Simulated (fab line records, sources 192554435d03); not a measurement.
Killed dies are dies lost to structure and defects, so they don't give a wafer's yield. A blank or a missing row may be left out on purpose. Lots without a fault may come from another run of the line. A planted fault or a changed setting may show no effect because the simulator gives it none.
Which tool did it? | flow n5_finfet | 7 lots, 21 wafers sampled, at 7 steps of a route of 1938

WHAT THE GAUGES READ, wafer by wafer
N5_BEOL_M11_CD_MEAS_11: target cd 64.1 nm.
lot  | measured     | on        | cd_nm (nm)
L515 | day 10 08:50 | cd_sem-02 | 64.5 64.8 64.6
L517 | day 10 21:53 | cd_sem-02 | 63.7 64.0 63.7
L521 | day 11 14:11 | cd_sem-03 | 64.9 64.9 64.9
L522 | day 11 15:34 | cd_sem-02 | 57.2 57.4 57.2
L526 | day 12 21:59 | cd_sem-01 | 58.0 57.4 57.6
L532 | day 14 14:29 | cd_sem-02 | 63.9 63.9 64.9
L535 | day 15 09:14 | cd_sem-02 | 64.6 64.0 63.9

N5_BEOL_M11_CD_MEAS_18: pitch 140 nm, target cd 70 nm.
lot  | measured     | on        | cd_nm (nm)
L515 | day 10 09:43 | cd_sem-02 | 70.8 71.0 70.5
L517 | day 10 22:31 | cd_sem-03 | 69.7 70.1 69.4
L521 | day 11 14:49 | cd_sem-02 | 71.6 71.4 71.4
L522 | day 11 16:12 | cd_sem-02 | 63.3 63.4 63.1
L526 | day 12 23:14 | cd_sem-01 | 64.5 63.4 64.5
L532 | day 14 15:13 | cd_sem-02 | 70.5 70.0 70.6
L535 | day 15 09:46 | cd_sem-03 | 70.5 69.5 69.7

N5_BEOL_M15_RC_MEAS_101.
lot  | measured     | on        | COMB_M10 (S/m)             | COMB_M11 (S/m)             | COMB_M12 (S/m)          | COMB_M13 (S/m)          | COMB_M14 (S/m)          | COMB_M15 (S/m)          | COMB_M5 (S/m)           | COMB_M6 (S/m)           | COMB_M7 (S/m)           | COMB_M7_max_site (S/m)  | COMB_M8 (S/m)           | COMB_M8_max_site (S/m)  | COMB_M9 (S/m)              | SERP_M10 (ohm/um) | SERP_M11 (ohm/um) | SERP_M11_max_site (ohm/um) | SERP_M12 (ohm/um) | SERP_M13 (ohm/um) | SERP_M14 (ohm/um) | SERP_M5 (ohm/um) | SERP_M6 (ohm/um) | SERP_M7 (ohm/um) | SERP_M8 (ohm/um) | SERP_M9 (ohm/um)
L515 | day 11 15:10 | prober-02 | 1.15e-11 1.2e-11 1.11e-11  | 1.62e-11 1.82e-11 1.46e-11 | 6.1e-12 7.2e-12 7.7e-12 | 4.5e-12 4.5e-12 4.6e-12 | 4.3e-12 3.7e-12 2.7e-12 | 2.5e-12 2.3e-12 2.6e-12 | 3.8e-11 3e-11 3.9e-11   | 2.5e-11 2.5e-11 2.3e-11 | 2.9e-11 2.7e-11 2e-11   | 4.4e-11 3.4e-11 2.5e-11 | 3.6e-11 2.7e-11 3.8e-11 | 4.4e-11 5.5e-11 4.6e-11 | 1.6e-11 1.49e-11 1.4e-11   | 3.06 3.00 3.17    | 3.08 3.01 3.05    | 3.23 3.04 3.14             | 0.661 0.632 0.659 | 0.307 0.306 0.302 | 0.163 0.167 0.168 | 38.6 41.1 39.5   | 14.9 14.4 14.8   | 12.7 13.2 14.3   | 13.7 14.1 14.2   | 3.04 3.06 3.07
L517 | day 12 00:37 | prober-02 | 1.84e-11 9.2e-12 1.66e-11  | 1.46e-11 1.25e-11 1.73e-11 | 8.8e-12 5.4e-12 4.7e-12 | 3.6e-12 5.2e-12 5.4e-12 | 4.4e-12 3.4e-12 2.5e-12 | 2.3e-12 2.1e-12 2.3e-12 | 3.8e-11 3.5e-11 3.7e-11 | 2.2e-11 2.1e-11 1.9e-11 | 2.6e-11 2.7e-11 2.4e-11 | 4.1e-11 4.6e-11 3.7e-11 | 3.2e-11 2.3e-11 3.8e-11 | 5.3e-11 3.8e-11 4.4e-11 | 1.54e-11 1.5e-11 1.3e-11   | 3.10 3.04 3.15    | 3.04 3.07 3.08    | 3.09 3.13 3.14             | 0.654 0.654 0.618 | 0.307 0.315 0.303 | 0.165 0.160 0.169 | 40.9 38.8 40.1   | 13.5 13.8 14.2   | 14.4 13.3 13.8   | 14.1 13.7 13.9   | 3.14 3.07 3.12
L521 | day 13 01:35 | prober-02 | 1.35e-11 1.29e-11 1.76e-11 | 1.55e-11 1.77e-11 1.98e-11 | 4.8e-12 6.3e-12 4.7e-12 | 4e-12 4.8e-12 3.5e-12   | 3.5e-12 5.9e-12 3.3e-12 | 2.9e-12 3.9e-12 2.3e-12 | 3.5e-11 4.1e-11 3e-11   | 2.8e-11 2.6e-11 2.5e-11 | 2.9e-11 2.3e-11 2.3e-11 | 4.2e-11 4.3e-11 2.8e-11 | 3.1e-11 2.7e-11 2.2e-11 | 4.4e-11 3.2e-11 3e-11   | 1.49e-11 1.32e-11 1.05e-11 | 3.21 3.19 3.21    | 3.01 3.09 3.07    | 3.19 3.11 3.16             | 0.622 0.624 0.621 | 0.308 0.308 0.326 | 0.163 0.159 0.162 | 38.9 36.0 38.3   | 13.2 14.1 13.5   | 13.4 14.4 13.9   | 13.0 13.5 13.4   | 3.17 3.05 3.04
L522 | day 13 02:43 | prober-01 | 1.8e-11 1.24e-11 1.28e-11  | 9.2e-12 1.66e-11 1.57e-11  | 5.4e-12 4.9e-12 5.8e-12 | 5.3e-12 3.2e-12 3.2e-12 | 2.7e-12 3.6e-12 3.3e-12 | 1.9e-12 2.2e-12 2.2e-12 | 3.1e-11 4.4e-11 4.7e-11 | 2.4e-11 2e-11 3e-11     | 2.2e-11 1.9e-11 1.7e-11 | 3e-11 2.8e-11 3e-11     | 2.5e-11 2.9e-11 1.9e-11 | 2.8e-11 3.6e-11 3e-11   | 1.55e-11 2.16e-11 1.96e-11 | 3.14 3.12 3.17    | 3.52 3.62 3.62    | 3.54 3.74 3.70             | 0.608 0.646 0.613 | 0.315 0.301 0.313 | 0.163 0.166 0.164 | 39.4 40.8 39.0   | 14.4 13.9 14.1   | 13.1 13.4 13.5   | 14.2 13.6 13.3   | 3.17 3.09 3.18
L526 | day 14 03:20 | prober-02 | 1.63e-11 1.57e-11 1.36e-11 | 9.9e-12 1.8e-11 1.25e-11   | 5.5e-12 6e-12 5.4e-12   | 5e-12 4.8e-12 4.3e-12   | 6.3e-12 5.4e-12 4.7e-12 | 3.7e-12 3.3e-12 3.7e-12 | 3.9e-11 4.8e-11 2.8e-11 | 2.2e-11 2.1e-11 2e-11   | 2.4e-11 2.5e-11 2.1e-11 | 3.8e-11 3.3e-11 2.8e-11 | 2.1e-11 1.9e-11 2.5e-11 | 2.8e-11 3.2e-11 3.1e-11 | 1.41e-11 1.49e-11 1.27e-11 | 3.14 3.20 3.07    | 3.33 3.44 3.39    | 3.37 3.66 3.43             | 0.648 0.650 0.649 | 0.310 0.308 0.301 | 0.166 0.167 0.171 | 39.2 39.9 41.0   | 13.4 13.8 13.8   | 14.8 15.3 14.6   | 13.8 14.6 14.6   | 2.90 3.05 3.11
L532 | day 16 00:04 | prober-02 | 1.72e-11 1.39e-11 1.69e-11 | 1.27e-11 1.33e-11 1.94e-11 | 7e-12 7.4e-12 7.8e-12   | 4.2e-12 4.1e-12 6.2e-12 | 4.3e-12 2.7e-12 3.6e-12 | 2.9e-12 3.5e-12 3.5e-12 | 4.1e-11 4.1e-11 3.7e-11 | 2.3e-11 2.7e-11 2.3e-11 | 2.6e-11 2.6e-11 2.4e-11 | 4e-11 4e-11 3.7e-11     | 2.6e-11 2.4e-11 2.4e-11 | 2.8e-11 2.9e-11 3.1e-11 | 1.58e-11 1.86e-11 1.87e-11 | 3.16 2.98 3.04    | 3.02 2.99 2.98    | 3.12 3.08 3.06             | 0.633 0.649 0.659 | 0.306 0.303 0.314 | 0.161 0.163 0.158 | 38.8 42.0 39.4   | 13.7 14.3 15.0   | 13.4 13.1 12.9   | 14.1 13.7 13.3   | 3.08 3.03 3.08
L535 | day 16 17:56 | prober-02 | 1.63e-11 1.56e-11 1.02e-11 | 1.34e-11 1.05e-11 1.22e-11 | 4.7e-12 5.5e-12 6.1e-12 | 3.8e-12 5.7e-12 4.5e-12 | 4.4e-12 4.7e-12 3.8e-12 | 3.7e-12 3.1e-12 2.7e-12 | 2.9e-11 4.1e-11 3e-11   | 3.8e-11 2.6e-11 3.1e-11 | 1.9e-11 2e-11 2.8e-11   | 2.9e-11 2.9e-11 3.5e-11 | 2.5e-11 3.2e-11 2.4e-11 | 3.4e-11 5e-11 3.4e-11   | 1.79e-11 1.56e-11 1.49e-11 | 3.08 3.21 2.98    | 3.03 3.10 3.03    | 3.21 3.24 3.10             | 0.623 0.646 0.626 | 0.300 0.300 0.314 | 0.154 0.162 0.161 | 41.5 38.6 37.1   | 13.6 14.4 13.7   | 14.1 13.8 13.8   | 13.4 13.4 14.2   | 2.89 2.89 3.16

WHICH TOOL RAN EACH LOT (tool, then ch and the chambers of the sampled wafers, then the start)
lot  | N5_BEOL_M10_SPUTTER_48       | N5_BEOL_M10_ANNEAL_51            | N5_BEOL_M11_ILD_DEP_00          | N5_BEOL_M11_EXPOSE_08
L515 | pvd_sputter-02, day 10 05:58 | rtp_anneal-02 ch 0, day 10 06:29 | pecvd-03 ch 0,1,2, day 10 07:16 | arfi_scanner-01 ch 0, day 10 08:43
L517 | pvd_sputter-03, day 10 19:35 | rtp_anneal-02 ch 0, day 10 19:54 | pecvd-03 ch 0,2, day 10 20:37   | arfi_scanner-01 ch 0, day 10 21:46
L521 | pvd_sputter-03, day 11 11:22 | rtp_anneal-02 ch 0, day 11 11:35 | pecvd-04 ch 0,1,2, day 11 12:23 | arfi_scanner-02 ch 0, day 11 14:04
L522 | pvd_sputter-03, day 11 12:10 | rtp_anneal-02 ch 0, day 11 12:24 | pecvd-03 ch 1,2, day 11 13:11   | arfi_scanner-01 ch 0, day 11 15:26
L526 | pvd_sputter-01, day 12 18:50 | rtp_anneal-01 ch 0, day 12 19:13 | pecvd-04 ch 0,1, day 12 19:57   | arfi_scanner-01 ch 0, day 12 21:52
L532 | pvd_sputter-01, day 14 10:40 | rtp_anneal-01 ch 0, day 14 11:04 | pecvd-01 ch 0,2, day 14 11:51   | arfi_scanner-02 ch 0, day 14 14:22
L535 | pvd_sputter-02, day 15 03:23 | rtp_anneal-02 ch 0, day 15 03:56 | pecvd-04 ch 0,1,2, day 15 04:37 | arfi_scanner-03 ch 0, day 15 09:07
- N5_BEOL_M10_SPUTTER_48: material Cu, target thk 12 nm, time 2 s.
- N5_BEOL_M10_ANNEAL_51: time 90 s.
- N5_BEOL_M11_ILD_DEP_00: deposits SiCOH lowk from DEMS/porogen, target thk 308.51 nm, time 58 s.
- N5_BEOL_M11_EXPOSE_08: exposes mask M11.

WHAT THE TOOLS THEMSELVES READ (means of the sampled wafers that have a number; where no wafer has one, the mark that the record gives instead)
N5_BEOL_M10_SPUTTER_48.
lot  | tool           | susceptor_temp_C (C) | throttle_valve_pct (%)
L515 | pvd_sputter-02 | -19.94               | 29.8
L517 | pvd_sputter-03 | -19.92               | 29.1
L521 | pvd_sputter-03 | -20.00               | 29.1
L522 | pvd_sputter-03 | -20.03               | 30.2
L526 | pvd_sputter-01 | -20.03               | 31.1
L532 | pvd_sputter-01 | -20.05               | 29.7
L535 | pvd_sputter-02 | -19.96               | 29.8

N5_BEOL_M10_ANNEAL_51.
lot  | tool          | wafer_temp_C_max
L515 | rtp_anneal-02 | 226.3
L517 | rtp_anneal-02 | 226.4
L521 | rtp_anneal-02 | 226.4
L522 | rtp_anneal-02 | 226.4
L526 | rtp_anneal-01 | 225.9
L532 | rtp_anneal-01 | 225.7
L535 | rtp_anneal-02 | 226.5

N5_BEOL_M11_ILD_DEP_00.
lot  | tool     | heater_power_w (W) | showerhead_plenum_p_Torr (Torr) | susceptor_temp_C (C) | throttle_valve_pct (%)
L515 | pecvd-03 | 288                | 5.738                           | 300.05               | 13.9
L517 | pecvd-03 | 258                | 5.754                           | 300.01               | 13.5
L521 | pecvd-04 | 284                | 5.749                           | 299.96               | 13.5
L522 | pecvd-03 | 269                | 5.730                           | 299.90               | 14.0
L526 | pecvd-04 | 277                | 5.766                           | 300.02               | 13.9
L532 | pecvd-01 | 338                | 5.730                           | 300.12               | 13.6
L535 | pecvd-04 | 273                | 5.745                           | 300.00               | 13.2

N5_BEOL_M11_EXPOSE_08.
lot  | tool            | exposure_dose_mJ_cm2
L515 | arfi_scanner-01 | 53.70
L517 | arfi_scanner-01 | 53.66
L521 | arfi_scanner-02 | 53.81
L522 | arfi_scanner-01 | 46.41
L526 | arfi_scanner-01 | 48.03
L532 | arfi_scanner-02 | 53.71
L535 | arfi_scanner-03 | 53.70

THE ANSWER, worked out from the rows above alone
Rule: what is usual is taken from the lots themselves. Put in order of their means at a reading, lots are off if they are a third of the lots or fewer, leave a main group of 4 or more, and stand apart from it by a gap of 3 or more times the standard deviation of the main group's means; of several such gaps the widest counts. A main group whose means are all the same, to the digits that the tables above print for the reading, isn't used. A lot without any number at a reading at which 4 lots or more have one is off too. The other lots that the step has rows for count as sound. The gauges are gone through in route order, then the tools' own readings, and for those a lot's mean is taken as printed above. The first step at which some lot is off is used, and at that step the reading that is off furthest; a lot without a number counts as furthest.
Off: L522, L526, at N5_BEOL_M11_CD_MEAS_11 (cd_nm). The main group: mean 64.3 nm, standard deviation 0.38.
A tool fits if, at a process step before that reading, it ran every lot that is off, and no sound lot after the first of them. The gauges at N5_BEOL_M11_CD_MEAS_11 aren't tried: what is off there is off at N5_BEOL_M15_RC_MEAS_101 too, on other tools, and a gauge's error can't cause that. One fits: arfi_scanner-01 at N5_BEOL_M11_EXPOSE_08. Its last sound lot is L517 (day 10 21:46), its first lot that is off L522 (day 11 15:26): a fault that began between those two fits.
The tool's own readings at N5_BEOL_M11_EXPOSE_08 bear it out: on the lots that are off they differ by more than 5 times the standard deviation of the sound lots' means. exposure_dose_mJ_cm2 reads 47.22 there against 53.72 on the sound lots.

WHAT THE SIMULATOR HAD PUT IN
Process parameter drift: arfi_scanner-01, from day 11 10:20 on, at N5_BEOL_M11_EXPOSE_08. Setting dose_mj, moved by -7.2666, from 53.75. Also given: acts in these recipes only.
Lots struck among those shown: L522, L526. The rule above found the same.
